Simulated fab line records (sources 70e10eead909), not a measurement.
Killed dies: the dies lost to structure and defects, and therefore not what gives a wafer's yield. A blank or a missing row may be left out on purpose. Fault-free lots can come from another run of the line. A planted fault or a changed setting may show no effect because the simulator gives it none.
Which of the tools did it? + flow nand_harc + 13 lots, 39 wafers sampled, at 5 steps of a route of 1302

WHAT EACH GAUGE READ, for each wafer
NHARC_THIN_TSV_CD_MEAS_16.
| lot  | measured     | on        | cd_nm (nm)          |
|------|--------------|-----------|---------------------|
| L591 | day 24 12:13 | cd_sem-01 | 998.7 998.2 999.6   |
| L593 | day 24 09:47 | cd_sem-01 | 998.5 997.5 997.7   |
| L594 | day 24 10:47 | cd_sem-01 | 999.8 1001.6 999.1  |
| L595 | day 25 05:08 | cd_sem-01 | 998.7 997.6 999.6   |
| L598 | day 27 00:07 | cd_sem-03 | 996.8 1000.2 996.5  |
| L599 | day 26 22:54 | cd_sem-02 | 999.2 1000.0 998.6  |
| L601 | day 29 00:43 | cd_sem-03 | 1002.0 999.7 1001.1 |
| L607 | day 30 13:55 | cd_sem-02 | 1001.3 998.3 1003.1 |
| L606 | day 30 21:43 | cd_sem-02 | 1000.3 999.5 997.7  |
| L608 | day 30 19:25 | cd_sem-02 | 997.8 1000.4 998.5  |
| L611 | day 31 18:29 | cd_sem-03 | 998.9 996.9 997.9   |
| L612 | day 32 05:58 | cd_sem-01 | 999.7 998.5 998.8   |
| L614 | day 33 12:26 | cd_sem-03 | 998.4 1002.4 998.1  |

NHARC_THIN_TSV_CD_MEAS_33 targets a cd of 5000 nm.
| lot  | measured     | on        | cd_nm (nm)           |
|------|--------------|-----------|----------------------|
| L591 | day 24 17:17 | cd_sem-02 | 5001.9 5002.6 5001.9 |
| L593 | day 24 14:41 | cd_sem-02 | 5003.8 5001.5 5002.7 |
| L594 | day 24 15:40 | cd_sem-01 | 4999.4 5002.6 5000.6 |
| L595 | day 25 10:05 | cd_sem-01 | 4997.8 5002.9 4999.6 |
| L598 | day 27 05:09 | cd_sem-02 | 5001.1 5000.6 5000.2 |
| L599 | day 27 03:53 | cd_sem-02 | 5002.0 4995.9 4995.8 |
| L601 | day 29 05:44 | cd_sem-03 | 5005.2 5003.6 5001.2 |
| L607 | day 30 18:44 | cd_sem-02 | 4997.7 5001.3 5000.4 |
| L606 | day 31 02:40 | cd_sem-01 | 5000.4 4998.8 5001.5 |
| L608 | day 31 00:45 | cd_sem-01 | 4999.5 5000.8 4998.4 |
| L611 | day 31 23:26 | cd_sem-01 | 5001.2 5002.3 5002.6 |
| L612 | day 32 10:55 | cd_sem-01 | 4999.5 4998.7 5000.4 |
| L614 | day 33 17:17 | cd_sem-02 | 5002.3 4998.6 5001.4 |

NHARC_END_SORT_01.
| lot  | measured     | on        | defect_limited_yield (%) | killed_at_array | killed_at_other | killed_at_periphery | killed_dies | killed_open | killed_short | sort_bin_2_pct (%) | sort_bin_3_pct (%) | sort_bin_4_pct (%) | sort_n_pass | sort_rim_yield_pct (%) | sort_yield_pct (%) |
|------|--------------|-----------|--------------------------|-----------------|-----------------|---------------------|-------------|-------------|--------------|--------------------|--------------------|--------------------|-------------|------------------------|--------------------|
| L598 | day 27 12:56 | prober-01 | 46.5 49.8 48.0           | 49 51 51        | 0 0 0           | 313 289 301         | 362 340 352 | 1 6 3       | 3 0 2        | 20.1 19.1 19.6     | 4.6 4.3 2.5        | 28.8 26.9 29.8     | 315 337 325 | 40 55 49               | 46.5 49.8 48.0     |
| L599 | day 27 12:50 | prober-02 | 46.1 46.1 48.4           | 45 39 45        | 0 1 1           | 320 325 303         | 365 365 349 | 3 2 4       | 2 1 3        | 17.4 18.5 17.6     | 4.0 5.2 4.0        | 32.5 30.3 30.0     | 312 312 328 | 49 49 48               | 46.1 46.1 48.4     |

TOOL THAT RAN EACH LOT (tool first, then ch and the chambers of the sampled wafers, then the start)
| lot  | NHARC_P_BONDPAD_CMP_32        | NHARC_A_BONDPAD_DEGAS_25     |
|------|-------------------------------|------------------------------|
| L591 | cmp-01 ch 2,3, day 6 20:01    | pvd_sputter-01, day 23 19:28 |
| L593 | cmp-01 ch 1,2,3, day 7 05:00  | pvd_sputter-02, day 23 18:57 |
| L594 | cmp-04 ch 0,1, day 7 16:26    | pvd_sputter-01, day 23 21:59 |
| L595 | cmp-02 ch 0,1,3, day 8 06:36  | pvd_sputter-03, day 24 14:23 |
| L598 | cmp-02 ch 0,1,3, day 9 11:18  | pvd_sputter-03, day 26 09:59 |
| L599 | cmp-02 ch 0,2,3, day 9 18:38  | pvd_sputter-01, day 26 05:58 |
| L601 | cmp-04 ch 0,2,3, day 10 22:02 | pvd_sputter-02, day 28 09:39 |
| L607 | cmp-02 ch 0,1,2, day 13 04:19 | pvd_sputter-02, day 29 23:10 |
| L606 | cmp-02 ch 0,2,3, day 13 05:53 | pvd_sputter-02, day 30 06:08 |
| L608 | cmp-02 ch 1,2,3, day 13 16:38 | pvd_sputter-03, day 30 04:41 |
| L611 | cmp-02 ch 1,3, day 14 17:32   | pvd_sputter-01, day 31 03:50 |
| L612 | cmp-04 ch 0,1,3, day 15 05:11 | pvd_sputter-03, day 31 13:09 |
| L614 | cmp-02 ch 0,2,3, day 16 00:48 | pvd_sputter-03, day 32 19:25 |
- NHARC_P_BONDPAD_CMP_32: polishes SiCN, target thk 200 nm.
- NHARC_A_BONDPAD_DEGAS_25: time 60 s.

WHAT THE TOOLS THEMSELVES READ (means of the sampled wafers that have a number; where no wafer has one, the mark that the record gives instead)
NHARC_P_BONDPAD_CMP_32.
| lot  | tool   | motor_current_A (A) |
|------|--------|---------------------|
| L591 | cmp-01 | 13.2                |
| L593 | cmp-01 | 12.2                |
| L594 | cmp-04 | 12.9                |
| L595 | cmp-02 | 12.8                |
| L598 | cmp-02 | 13.1                |
| L599 | cmp-02 | 12.2                |
| L601 | cmp-04 | 12.2                |
| L607 | cmp-02 | 12.8                |
| L606 | cmp-02 | 12.0                |
| L608 | cmp-02 | 12.5                |
| L611 | cmp-02 | 12.8                |
| L612 | cmp-04 | 12.2                |
| L614 | cmp-02 | 12.8                |

NHARC_A_BONDPAD_DEGAS_25.
| lot  | tool           | heater_power_w (W) |
|------|----------------|--------------------|
| L591 | pvd_sputter-01 | 468                |
| L593 | pvd_sputter-02 | 512                |
| L594 | pvd_sputter-01 | 453                |
| L595 | pvd_sputter-03 | 497                |
| L598 | pvd_sputter-03 | 511                |
| L599 | pvd_sputter-01 | 437                |
| L601 | pvd_sputter-02 | 515                |
| L607 | pvd_sputter-02 | 444                |
| L606 | pvd_sputter-02 | 356                |
| L608 | pvd_sputter-03 | 442                |
| L611 | pvd_sputter-01 | 459                |
| L612 | pvd_sputter-03 | 462                |
| L614 | pvd_sputter-03 | 483                |

THE ANSWER, worked out from the rows above alone
Rule: the lots themselves supply what counts as usual. The widest of any qualifying gaps counts: lots, ordered by their means at a reading, are off when they make up no more than a third of the lots, leave a main group of 4 or more, and stand apart from it by 3 or more times the standard deviation of that group's means. A main group whose means are all the same, to the digits that the tables above print for the reading, isn't used. Also off: a lot with no number at a reading for which 4 or more lots have one. All remaining lots with rows at the step are treated as sound. Order of review: gauges by route order, followed by the tools' own readings, for which a lot's mean as printed above is used. The first step at which some lot is off is used, and at that step the reading that is off furthest; a lot without a number counts as furthest.
No lot is off at any reading shown: from this, nothing can be told.

WHAT THE SIMULATOR HAD PUT IN
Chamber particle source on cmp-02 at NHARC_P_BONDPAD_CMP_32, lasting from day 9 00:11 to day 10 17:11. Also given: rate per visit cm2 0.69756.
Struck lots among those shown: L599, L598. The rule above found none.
